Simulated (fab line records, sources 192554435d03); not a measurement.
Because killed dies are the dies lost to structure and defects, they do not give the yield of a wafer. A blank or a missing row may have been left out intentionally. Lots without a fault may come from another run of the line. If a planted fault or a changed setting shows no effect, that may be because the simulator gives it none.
Split-lot trial / flow n5-finfet / 39 wafers read across 7 lots, on a route 1938 steps long

ABOUT THE SPLIT
At N5_DUMMY_GATE_EXPOSE_12 (exposes mask GATE, target cd 25 nm), the setting dose-mj was moved away from the recipe's 34 on 9 of the 39 wafers read, by -4.9% to -3.5%. All remaining wafers had this setting at the recipe value.

FROM THE SPLIT TO THE READING: what the file shows between them, 3 steps
- N5_DUMMY_GATE_ETCH_37: etches SOC in N2/H2, target depth 60 nm, overetch 30 nm (also split here: source-w)
- N5_DUMMY_GATE_STRIP_38: strips in N2/H2
- N5_DUMMY_GATE_STRIP_39: strips in N2/H2

THE READING
DUMMY_GATE.cd-nm (the simulator's own value, which no gauge read), in nm, at N5_DUMMY_GATE_TRIM_49 (chemistry O2, time 29 s, target cd 14 nm). There is no usual value for it anywhere in the file. Average 14.0 nm, standard deviation 0.22 nm, over the 30 wafers here run with the recipe.

wafer=L074.1; tool, chamber at the split=euv-scanner-01, 0; dose-mj as run=34; against the recipe=recipe; DUMMY_GATE.cd-nm, nm=13.8; against lot-mates on the recipe=-
wafer=L074.5; tool, chamber at the split=euv-scanner-01, 0; dose-mj as run=34; against the recipe=recipe; DUMMY_GATE.cd-nm, nm=13.8; against lot-mates on the recipe=-
wafer=L074.2; tool, chamber at the split=euv-scanner-01, 0; dose-mj as run=34; against the recipe=recipe; DUMMY_GATE.cd-nm, nm=14; against lot-mates on the recipe=-
wafer=L074.3; tool, chamber at the split=euv-scanner-01, 0; dose-mj as run=34; against the recipe=recipe; DUMMY_GATE.cd-nm, nm=14; against lot-mates on the recipe=-
wafer=L074.4; tool, chamber at the split=euv-scanner-01, 0; dose-mj as run=34; against the recipe=recipe; DUMMY_GATE.cd-nm, nm=14.2; against lot-mates on the recipe=-
wafer=L074.6; tool, chamber at the split=euv-scanner-01, 0; dose-mj as run=34; against the recipe=recipe; DUMMY_GATE.cd-nm, nm=14.2; against lot-mates on the recipe=-
wafer=L077.1; tool, chamber at the split=euv-scanner-02, 0; dose-mj as run=32.8; against the recipe=-3.5%; DUMMY_GATE.cd-nm, nm=14.4; against lot-mates on the recipe=+0.7
wafer=L077.3; tool, chamber at the split=euv-scanner-02, 0; dose-mj as run=32.8; against the recipe=-3.5%; DUMMY_GATE.cd-nm, nm=14.4; against lot-mates on the recipe=+0.7
wafer=L077.2; tool, chamber at the split=euv-scanner-02, 0; dose-mj as run=34; against the recipe=recipe; DUMMY_GATE.cd-nm, nm=13.6; against lot-mates on the recipe=-
wafer=L077.4; tool, chamber at the split=euv-scanner-02, 0; dose-mj as run=34; against the recipe=recipe; DUMMY_GATE.cd-nm, nm=13.8; against lot-mates on the recipe=-
wafer=L077.5; tool, chamber at the split=euv-scanner-02, 0; dose-mj as run=34; against the recipe=recipe; DUMMY_GATE.cd-nm, nm=13.8; against lot-mates on the recipe=-
wafer=L077.6; tool, chamber at the split=euv-scanner-02, 0; dose-mj as run=32.8; against the recipe=-3.5%; DUMMY_GATE.cd-nm, nm=14.6; against lot-mates on the recipe=+0.9
wafer=L081.1; tool, chamber at the split=euv-scanner-02, 0; dose-mj as run=34; against the recipe=recipe; DUMMY_GATE.cd-nm, nm=13.8; against lot-mates on the recipe=-
wafer=L081.2; tool, chamber at the split=euv-scanner-02, 0; dose-mj as run=34; against the recipe=recipe; DUMMY_GATE.cd-nm, nm=13.8; against lot-mates on the recipe=-
wafer=L081.6; tool, chamber at the split=euv-scanner-02, 0; dose-mj as run=34; against the recipe=recipe; DUMMY_GATE.cd-nm, nm=14.2; against lot-mates on the recipe=-
wafer=L085.1; tool, chamber at the split=euv-scanner-01, 0; dose-mj as run=34; against the recipe=recipe; DUMMY_GATE.cd-nm, nm=14; against lot-mates on the recipe=-
wafer=L085.3; tool, chamber at the split=euv-scanner-01, 0; dose-mj as run=34; against the recipe=recipe; DUMMY_GATE.cd-nm, nm=14; against lot-mates on the recipe=-
wafer=L085.6; tool, chamber at the split=euv-scanner-01, 0; dose-mj as run=34; against the recipe=recipe; DUMMY_GATE.cd-nm, nm=14; against lot-mates on the recipe=-
wafer=L085.2; tool, chamber at the split=euv-scanner-01, 0; dose-mj as run=34; against the recipe=recipe; DUMMY_GATE.cd-nm, nm=13.8; against lot-mates on the recipe=-
wafer=L085.5; tool, chamber at the split=euv-scanner-01, 0; dose-mj as run=34; against the recipe=recipe; DUMMY_GATE.cd-nm, nm=13.8; against lot-mates on the recipe=-
wafer=L085.4; tool, chamber at the split=euv-scanner-01, 0; dose-mj as run=34; against the recipe=recipe; DUMMY_GATE.cd-nm, nm=14.2; against lot-mates on the recipe=-
wafer=L089.1; tool, chamber at the split=euv-scanner-01, 0; dose-mj as run=34; against the recipe=recipe; DUMMY_GATE.cd-nm, nm=13.8; against lot-mates on the recipe=-
wafer=L089.2; tool, chamber at the split=euv-scanner-01, 0; dose-mj as run=32.34; against the recipe=-4.9%; DUMMY_GATE.cd-nm, nm=14.8; against lot-mates on the recipe=+1.1
wafer=L089.3; tool, chamber at the split=euv-scanner-01, 0; dose-mj as run=32.34; against the recipe=-4.9%; DUMMY_GATE.cd-nm, nm=15; against lot-mates on the recipe=+1.3
wafer=L089.4; tool, chamber at the split=euv-scanner-01, 0; dose-mj as run=32.34; against the recipe=-4.9%; DUMMY_GATE.cd-nm, nm=14.2; against lot-mates on the recipe=+0.5
wafer=L089.5; tool, chamber at the split=euv-scanner-01, 0; dose-mj as run=34; against the recipe=recipe; DUMMY_GATE.cd-nm, nm=13.6; against lot-mates on the recipe=-
wafer=L089.6; tool, chamber at the split=euv-scanner-01, 0; dose-mj as run=34; against the recipe=recipe; DUMMY_GATE.cd-nm, nm=13.6; against lot-mates on the recipe=-
wafer=L095.1; tool, chamber at the split=euv-scanner-01, 0; dose-mj as run=34; against the recipe=recipe; DUMMY_GATE.cd-nm, nm=14; against lot-mates on the recipe=-
wafer=L095.6; tool, chamber at the split=euv-scanner-01, 0; dose-mj as run=34; against the recipe=recipe; DUMMY_GATE.cd-nm, nm=14; against lot-mates on the recipe=-
wafer=L095.2; tool, chamber at the split=euv-scanner-01, 0; dose-mj as run=34; against the recipe=recipe; DUMMY_GATE.cd-nm, nm=14.2; against lot-mates on the recipe=-
wafer=L095.3; tool, chamber at the split=euv-scanner-01, 0; dose-mj as run=34; against the recipe=recipe; DUMMY_GATE.cd-nm, nm=14.2; against lot-mates on the recipe=-
wafer=L095.4; tool, chamber at the split=euv-scanner-01, 0; dose-mj as run=34; against the recipe=recipe; DUMMY_GATE.cd-nm, nm=14.2; against lot-mates on the recipe=-
wafer=L095.5; tool, chamber at the split=euv-scanner-01, 0; dose-mj as run=34; against the recipe=recipe; DUMMY_GATE.cd-nm, nm=14.4; against lot-mates on the recipe=-
wafer=L096.1; tool, chamber at the split=euv-scanner-01, 0; dose-mj as run=32.79; against the recipe=-3.6%; DUMMY_GATE.cd-nm, nm=15.2; against lot-mates on the recipe=+1.1
wafer=L096.2; tool, chamber at the split=euv-scanner-01, 0; dose-mj as run=32.79; against the recipe=-3.6%; DUMMY_GATE.cd-nm, nm=15; against lot-mates on the recipe=+0.9
wafer=L096.3; tool, chamber at the split=euv-scanner-01, 0; dose-mj as run=32.79; against the recipe=-3.6%; DUMMY_GATE.cd-nm, nm=14.8; against lot-mates on the recipe=+0.7
wafer=L096.4; tool, chamber at the split=euv-scanner-01, 0; dose-mj as run=34; against the recipe=recipe; DUMMY_GATE.cd-nm, nm=14; against lot-mates on the recipe=-
wafer=L096.6; tool, chamber at the split=euv-scanner-01, 0; dose-mj as run=34; against the recipe=recipe; DUMMY_GATE.cd-nm, nm=14; against lot-mates on the recipe=-
wafer=L096.5; tool, chamber at the split=euv-scanner-01, 0; dose-mj as run=34; against the recipe=recipe; DUMMY_GATE.cd-nm, nm=14.4; against lot-mates on the recipe=-

FIT RESULTS
A straight line over all 39 wafers: DUMMY_GATE.cd-nm changes by -0.178 nm for each +1% of dose-mj; r = -0.77; the points scatter about the line by 0.26 nm.
The same after taking each lot's own level away (the mean of its wafers on the recipe; 39 wafers): -0.215 nm for each +1%; r = -0.91; scatter 0.18 nm.
The reading moves by 1.1 nm for the largest change in dose-mj, on that fit.
The lots' own levels span 13.67 to 14.17 nm, that is 2.3 times the standard deviation above.
So the lot-to-lot level blurs the effect unless lot-mates are compared.
Check: +1.04 nm against its lot-mates is what the line predicts for one of the wafers moved furthest among these (-4.9%) when that wafer is left out of the fit. Against them it came out at +1.13 nm.

THESE WAFERS: OTHER SPLITS
Note: prior to the reading, these wafers also went through further splits. Each is held against what the fit with the lots' levels taken away leaves over:
other split on the same wafers=N5_DUMMY_GATE_ETCH_37 source-w; wafers away from the commonest value=18; r with DUMMY_GATE.cd-nm (lot level and that fit taken away)=-0.39

THE FILE'S OWN FIT
DUMMY_GATE.cd-nm changes by -0.216 nm for each +1% of dose-mj, r = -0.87.
